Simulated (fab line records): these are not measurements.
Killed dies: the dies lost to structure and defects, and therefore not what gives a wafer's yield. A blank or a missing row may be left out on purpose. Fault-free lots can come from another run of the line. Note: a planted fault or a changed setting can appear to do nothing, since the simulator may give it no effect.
fab line records	flow n5-finfet
[record] lots = 14	wafers = 42	last-day = 17
route steps=1938 shown PMOS_HMC_CHANNEL_EPI@87 FIN_SAQP@109
lots that met no fault: from a run of the same line without faults
start-h: the number of hours between the record's first day and the start of the first shown wafer of the lot	wait-h: hours elapsed since this lot's preceding step	" repeats the value in the row above	L1.1+2: one row covering several wafers at once	- no value, or no start given	* or withheld: withheld	< > ~ a bound
route shown NAME@n: a module of which the file shows steps, and the number in the route of the first	usual: mean and standard deviation over wafers with no fault	same: alike in all rows	chamber/n: place in a boat	sites: the reading at each site	_std_site: the standard deviation of these	_edge_site: outer sites' mean less inner sites'	radius-mm: how far each site lies from the wafer's centre	mask NAME#n: copy n	behind: the tool/chamber that last shaped the wafer	hold: why the lot went on hold/how many hours it stayed there/how the hold came to an end	device: whichever transistor did not switch (one of n, p or np)	end of line: the route-end tests of the same wafers	where a step has no rows: the recipe by itself	killed: not the wafer's yield, but the dies lost to structure and defects at the first sort	map: dies across one wafer; x = killed, . = not, _ = none there
set.NAME: the run value of the setting; set.NAME@STEP: its run value at that earlier step	model.NAME: the simulator's own value behind a step, which no gauge read
the route's steps for a sample of lots (tables are steps, rows are wafers)
services: from which hour (start-h, from the record's first day; less than 0 if before it) a tool's chamber was out of use, for how many hours, and why
[[steps]]
[step N5_PMOS_HMC_CHANNEL_EPI_EPI_26]
[recipe] material = Si	target-thk-a = 38	temp-c = 650	precursor = SiH4/H2	pressure-torr = 20	time-s = 22.7
[usual] chamber-pressure-Torr = 20.00/0.045	throttle-valve-pct = 11.3/0.56
lot.wafer	tool	chamber	start-h	wait-h	chamber-pressure-Torr	throttle-valve-pct
L379.3	epi-rpcvd-03	0	22.27	0.2	20.01	10.7
L379.4	"	0	"	"	20.05	10.4
L379.5	"	0	"	"	19.98	10.5
L380.1	epi-rpcvd-01	0	27.79	0.0	20.05	11.7
L380.3	"	0	"	"	20.00	11.8
L380.6	"	0	"	"	20.11	11.7
L381.1	epi-rpcvd-03	0	32.01	0.0	19.98	10.6
L381.3	"	0	"	"	19.99	10.5
L381.4	"	0	"	"	19.95	10.8
L382.1	epi-rpcvd-01	0	38.84	0.0	20.05	11.5
L382.3	"	0	"	"	19.97	11.5
L382.6	"	0	"	"	20.01	11.6
L385.1	epi-rpcvd-03	0	55.61	0.0	19.99	10.5
L385.3	"	0	"	"	20.05	10.6
L385.5	"	0	"	"	20.00	10.5
L386.1	epi-rpcvd-01	0	62.20	0.0	19.93	11.8
L386.2	"	0	"	"	20.00	11.7
L386.5	"	0	"	"	19.97	11.5
L392.1	epi-rpcvd-03	0	97.98	0.0	20.03	10.8
L392.2	"	0	"	"	20.06	10.6
L392.6	"	0	"	"	20.05	10.2
L394.2	epi-rpcvd-03	0	110.16	0.1	20.01	10.6
L394.3	"	0	"	"	19.94	10.7
L394.5	"	0	"	"	19.99	10.6
L395.3	epi-rpcvd-01	0	115.53	0.2	19.94	11.6
L395.4	"	0	"	"	20.01	11.7
L395.5	"	0	"	"	19.97	11.8
L396.2	epi-rpcvd-01	0	122.05	0.1	20.04	11.7
L396.4	"	0	"	"	20.03	11.7
L396.6	"	0	"	"	20.01	11.6
L398.1	epi-rpcvd-03	0	140.35	0.7	20.00	10.6
L398.4	"	0	"	"	20.03	10.5
L398.6	"	0	"	"	19.98	10.7
L399.1	epi-rpcvd-04	0	140.90	0.0	19.92	11.8
L399.3	"	0	"	"	19.86	12.0
L399.4	"	0	"	"	19.95	12.0
L400.2	epi-rpcvd-01	0	147.33	0.1	20.03	11.7
L400.3	"	0	"	"	20.02	11.5
L400.4	"	0	"	"	20.04	11.7
L401.3	epi-rpcvd-03	0	153.34	0.1	20.01	10.7
L401.4	"	0	"	"	20.07	10.7
L401.5	"	0	"	"	19.99	10.6
[step N5_FIN_SAQP_PEB_14]
[recipe] peb-temp-c = withheld	peb-time-s = 60	resist = CAR-ArF
[usual] chill-plate-temp-C = 22.98/0.11	exhaust-pa = 45.0/0.9
lot.wafer	tool	chamber	start-h	wait-h	chill-plate-temp-C	exhaust-pa
L379.3	litho-track-03	0	23.88	0.0	23.00	45.5
L379.4	"	0	"	"	22.97	46.4
L379.5	"	0	"	"	23.00	46.8
L380.1	litho-track-03	0	29.46	0.1	22.72	45.4
L380.3	"	0	"	"	22.81	45.6
L380.6	"	0	"	"	22.78	44.9
L381.1	litho-track-03	0	33.74	0.1	23.05	45.6
L381.3	"	0	"	"	22.96	44.5
L381.4	"	0	"	"	23.29	44.1
L382.1	litho-track-03	0	40.70	0.1	22.90	44.8
L382.3	"	0	"	"	22.97	45.1
L382.6	"	0	"	"	22.94	44.5
L385.1	litho-track-05	-	58.88	0.1	-	-
L385.3	"	-	"	"	-	-
L385.5	"	-	"	"	-	-
L386.1	litho-track-02	-	64.14	0.1	-	-
L386.2	"	-	"	"	-	-
L386.5	"	-	"	"	-	-
L392.1	litho-track-02	0	102.45	0.1	22.90	42.2
L392.2	"	0	"	"	23.09	43.4
L392.6	"	0	"	"	22.93	43.4
L394.2	litho-track-05	0	111.84	0.0	22.87	46.3
L394.3	"	0	"	"	22.87	45.7
L394.5	"	0	"	"	22.99	45.1
L395.3	litho-track-02	0	117.47	0.0	23.09	45.3
L395.4	"	0	"	"	22.88	45.3
L395.5	"	0	"	"	22.97	44.2
L396.2	litho-track-02	0	124.14	0.0	22.94	45.7
L396.4	"	0	"	"	23.09	46.1
L396.6	"	0	"	"	22.98	45.6
L398.1	litho-track-02	0	141.97	0.1	23.01	45.0
L398.4	"	0	"	"	23.03	44.6
L398.6	"	0	"	"	22.96	45.1
L399.1	litho-track-02	0	142.84	0.1	22.95	45.6
L399.3	"	0	"	"	23.01	45.4
L399.4	"	0	"	"	22.89	45.1
L400.2	litho-track-02	0	149.23	0.0	22.83	46.3
L400.3	"	0	"	"	23.23	45.4
L400.4	"	0	"	"	23.10	46.1
L401.3	litho-track-05	0	154.83	0.0	22.83	44.9
L401.4	"	0	"	"	23.04	46.2
L401.5	"	0	"	"	23.02	45.8
[step N5_FIN_SAQP_ETCH_52]
[recipe] chemistry = N2/H2	target = SOC	target-depth-a = 1000	overetch-a = 200	mask-material = SiARC	temp-c = 40	time-s = 150	ion-energy-ev = 200	pressure-mtorr = 30	source-w = 840	bias-w = 150	n2-flow-sccm = 200	h2-flow-sccm = 200	ends = end-point
[usual] drypump-motor-current-A = 5.7/0.48	oes-product-au = 0.69/0.077	rf-vpp-V = 524.2/2.9	showerhead-plenum-p-Torr = 2.56/0.1	throttle-valve-pct = 17.90/0.28
lot.wafer	tool	chamber	start-h	wait-h	drypump-motor-current-A	oes-product-au	rf-hours-counter-h	rf-vpp-V	showerhead-plenum-p-Torr	throttle-valve-pct
L379.3	rie-diel-02	2	25.10	0.0	5.9	0.69	140	528.0	2.66	17.73
L379.4	"	0	"	"	6.4	0.70	124	525.4	2.55	17.51
L379.5	"	2	"	"	5.9	0.70	-	527.0	2.66	17.74
L380.1	rie-diel-02	1	29.74	0.0	6.6	0.77	38	528.8	2.70	17.50
L380.3	"	3	"	"	5.7	0.63	183	523.9	2.53	17.84
L380.6	"	0	"	"	6.4	0.70	-	523.7	2.55	17.51
L381.1	rie-diel-06	2	34.25	0.0	5.1	0.68	136	520.6	2.44	18.10
L381.3	"	1	"	"	5.8	0.64	201	519.3	2.42	18.46
L381.4	"	3	"	"	5.8	0.60	247	520.6	2.40	18.02
L382.1	rie-diel-05	3	40.96	0.0	4.9	0.66	143	526.4	2.66	17.83
L382.3	"	0	"	"	5.9	0.61	229	522.9	2.50	17.85
L382.6	"	0	"	"	5.9	0.61	-	524.2	2.50	17.87
L385.1	rie-diel-05	3	59.14	0.0	4.8	0.67	151	527.6	2.66	17.85
L385.3	"	2	"	"	5.6	0.62	228	520.3	2.41	18.02
L385.5	"	0	"	"	5.9	0.60	-	523.0	2.50	17.87
L386.1	rie-diel-05	0	64.40	0.0	5.9	0.60	239	522.0	2.50	17.89
L386.2	"	2	"	"	5.6	0.62	230	522.0	2.41	18.00
L386.5	"	3	"	"	4.8	0.67	-	527.2	2.66	17.87
L392.1	rie-diel-05	3	102.74	0.0	4.8	0.65	165	526.7	2.65	17.88
L392.2	"	1	"	"	5.2	0.77	46	525.4	2.60	18.06
L392.6	"	1	"	"	5.2	0.78	-	526.0	2.60	18.05
L394.2	rie-diel-02	1	112.09	0.0	6.6	0.75	64	527.6	2.69	17.55
L394.3	"	0	"	"	6.4	0.68	149	524.0	2.54	17.54
L394.5	"	1	"	"	6.6	0.75	-	528.6	2.69	17.55
L395.3	rie-diel-02	2	117.72	0.0	5.9	0.68	170	525.8	2.64	17.79
L395.4	"	1	"	"	6.6	0.74	65	526.7	2.69	17.55
L395.5	"	2	"	"	5.9	0.68	-	525.8	2.64	17.78
L396.2	rie-diel-05	0	124.39	0.0	5.9	0.88	3	522.4	2.49	17.43
L396.4	"	3	"	"	4.9	0.65	-	527.9	2.65	17.91
L396.6	"	1	"	"	5.2	0.76	-	523.8	2.59	18.08
L398.1	rie-diel-06	1	142.23	0.0	5.9	0.61	238	519.3	2.41	18.51
L398.4	"	3	"	"	5.7	0.81	-	527.8	2.71	17.64
L398.6	"	0	"	"	5.8	0.62	-	523.3	2.52	18.26
L399.1	rie-diel-05	2	143.09	0.0	5.6	0.86	2	529.7	2.72	17.57
L399.3	"	3	"	"	4.9	0.64	182	527.3	2.65	17.91
L399.4	"	0	"	"	5.9	0.84	11	523.3	2.49	17.44
L400.2	rie-diel-05	0	149.52	0.0	5.9	0.83	12	523.3	2.49	17.46
L400.3	"	1	"	"	5.2	0.75	65	524.8	2.59	18.08
L400.4	"	2	"	"	5.6	0.84	4	528.7	2.72	17.58
L401.3	rie-diel-02	0	155.09	0.0	6.4	0.68	164	523.4	2.53	17.56
L401.4	"	2	"	"	5.9	0.67	182	526.4	2.64	17.80
L401.5	"	3	"	"	5.8	0.62	-	523.0	2.51	17.91
[step N5_FIN_SAQP_STRIP_55]
[recipe] chemistry = N2/H2	power-w = 500	temp-c = 40	pressure-mtorr = 50	rf-frequency-hz = 6e+07	overash-fraction = 0.3	bias-power-w = 28	h2-frac = 0.5	n2-flow-sccm = 300	h2-flow-sccm = 300
[usual] bias-power-w = 28.00/0.083	drypump-motor-current-A = 5.8/0.5	oes-product-au = 0.77/0.085	rf-vpp-V = 122.0/1.6	showerhead-plenum-p-Torr = 3.39/0.13	throttle-valve-pct = 19.0/0.36
[same] overash-fraction = 0.3
lot.wafer	tool	chamber	start-h	wait-h	bias-power-w	drypump-motor-current-A	oes-product-au	rf-hours-counter-h	rf-vpp-V	showerhead-plenum-p-Torr	throttle-valve-pct
L379.3	rie-diel-02	1	25.55	0.2	27.85	6.6	0.87	37	124.1	3.56	18.7
L379.4	"	2	"	"	27.93	5.9	0.77	140	124.5	3.50	18.9
L379.5	"	3	"	"	27.94	5.8	0.71	-	122.6	3.34	18.9
L380.1	rie-diel-02	1	30.03	0.1	27.80	6.6	0.86	38	122.9	3.56	18.6
L380.3	"	2	"	"	27.98	5.9	0.77	142	122.8	3.50	19.0
L380.6	"	0	"	"	27.84	6.4	0.78	-	122.0	3.37	18.5
L381.1	rie-diel-06	2	34.64	0.2	28.05	5.1	0.76	136	121.6	3.23	19.2
L381.3	"	3	"	"	28.19	5.7	0.68	247	119.7	3.17	19.2
L381.4	"	1	"	"	27.96	5.9	0.70	201	122.0	3.21	19.9
L382.1	rie-diel-02	1	41.25	0.1	28.07	6.6	0.87	43	124.3	3.56	18.6
L382.3	"	3	"	"	28.09	5.8	0.71	187	120.7	3.34	18.9
L382.6	"	2	"	"	27.97	5.9	0.77	-	118.7	3.50	19.0
L385.1	rie-diel-02	3	59.43	0.1	28.12	5.8	0.70	193	121.5	3.34	18.9
L385.3	"	2	"	"	28.05	5.9	0.75	152	124.0	3.50	19.0
L385.5	"	1	"	"	27.98	6.6	0.85	-	121.5	3.56	18.6
L386.1	rie-diel-06	2	64.76	0.1	27.93	5.1	0.74	149	122.2	3.23	19.2
L386.2	"	0	"	"	27.95	5.8	0.72	194	122.2	3.34	19.4
L386.5	"	0	"	"	28.02	5.8	0.71	-	123.9	3.34	19.5
L392.1	rie-diel-05	2	103.04	0.1	27.98	5.5	0.68	243	121.4	3.18	18.9
L392.2	"	1	"	"	28.00	5.2	0.87	46	122.5	3.43	19.2
L392.6	"	2	"	"	27.90	5.6	0.68	-	123.1	3.18	18.9
L394.2	rie-diel-02	0	112.39	0.1	28.02	6.4	0.75	149	120.6	3.36	18.6
L394.3	"	2	"	"	27.97	5.9	0.75	169	120.8	3.49	19.0
L394.5	"	2	"	"	27.93	5.9	0.74	-	121.0	3.49	19.0
L395.3	rie-diel-02	3	118.01	0.1	28.00	5.8	0.69	210	118.8	3.33	18.9
L395.4	"	0	"	"	28.07	6.4	0.76	151	121.6	3.36	18.6
L395.5	"	0	"	"	28.08	6.4	0.75	-	122.7	3.36	18.6
L396.2	rie-diel-05	3	124.68	0.1	27.98	4.8	0.71	175	121.3	3.50	19.0
L396.4	"	3	"	"	27.98	4.8	0.71	-	121.0	3.50	19.0
L396.6	"	0	"	"	28.15	5.9	0.98	-	119.0	3.29	18.8
L398.1	rie-diel-02	2	142.57	0.1	27.96	6.0	0.74	178	120.9	3.48	19.0
L398.4	"	3	"	"	28.12	5.8	0.68	219	122.7	3.32	19.0
L398.6	"	1	"	"	28.07	6.6	0.82	-	123.5	3.54	18.7
L399.1	rie-diel-05	0	143.44	0.1	28.09	5.9	0.94	11	121.3	3.29	18.8
L399.3	"	3	"	"	28.12	4.9	0.71	182	124.3	3.49	19.0
L399.4	"	2	"	"	28.05	5.6	0.96	2	123.0	3.58	18.5
L400.2	rie-diel-05	0	149.81	0.1	28.00	5.9	0.94	13	120.1	3.29	18.8
L400.3	"	1	"	"	27.90	5.2	0.84	65	122.9	3.41	19.2
L400.4	"	0	"	"	27.88	5.9	0.93	-	122.1	3.29	18.8
L401.3	rie-diel-06	3	155.38	0.1	28.01	5.8	0.89	26	120.7	3.56	18.8
L401.4	"	2	"	"	28.04	5.1	0.73	174	121.2	3.21	19.3
L401.5	"	2	"	"	27.99	5.1	0.73	-	121.2	3.21	19.3
[[services]]
tool	chamber	start-h	hours	kind
rie-diel-06	-	1.75	28.1	pm
rie-diel-02	0	37.94	4.1	repair
rie-diel-05	1	40.94	2.4	repair
rie-diel-06	3	40.94	4.9	repair
epi-rpcvd-03	-	50.92	0.8	pm
rie-diel-05	2	52.94	3.9	repair
rie-diel-06	0	52.95	4.0	repair
rie-diel-06	0	71.63	6.5	repair
rie-diel-02	-	77.79	0.1	repair
rie-diel-02	-	80.40	2.8	pm
rie-diel-05	3	85.44	2.8	repair
rie-diel-05	0	97.85	-	clean
rie-diel-05	0	97.85	-	consumable-replace:focus-ring
rie-diel-05	0	97.85	20.0	scheduled-down
rie-diel-05	0	97.85	20.0	vent-cycle
rie-diel-06	1	99.50	6.9	repair
rie-diel-05	2	118.45	-	clean
rie-diel-05	2	118.45	-	consumable-replace:focus-ring
rie-diel-05	2	118.45	-	consumable-replace:showerhead
rie-diel-05	2	118.45	17.9	scheduled-down
rie-diel-05	2	118.45	17.9	vent-cycle
epi-rpcvd-03	-	120.38	2.1	repair
epi-rpcvd-03	-	126.18	1.8	repair
epi-rpcvd-04	-	132.15	2.8	pm
[[key]]
[first-sign] step = N5_FIN_SAQP_PEB_14	reading = tool-record	direction = missing
effect none on later readings
met-at N5_FIN_SAQP_PEB_14
struck-lots L385,L386
later-rows-left-out L385.1,L385.3,L385.5,L386.1,L386.2,L386.5
sort-left-out L385.1,L385.3,L385.5,L386.1,L386.2,L386.5
not-acting-at N5_PMOS_HMC_CHANNEL_EPI_EPI_26,N5_FIN_SAQP_ETCH_52,N5_FIN_SAQP_STRIP_55
[fault] kind = skipped-step-whole	tool = litho-track-02,litho-track-05	chamber = -	onset-h = 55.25	steps = N5_FIN_SAQP_PEB_14	scope = struck-lots-only
// sort-left-out: the simulated sort isn't trusted on such a fault, so these wafers' sort isn't shown, and their yield isn't known
// later-rows-left-out: the simulator's readings of these wafers behind a module that went badly wrong aren't trusted and aren't shown, but for the sort
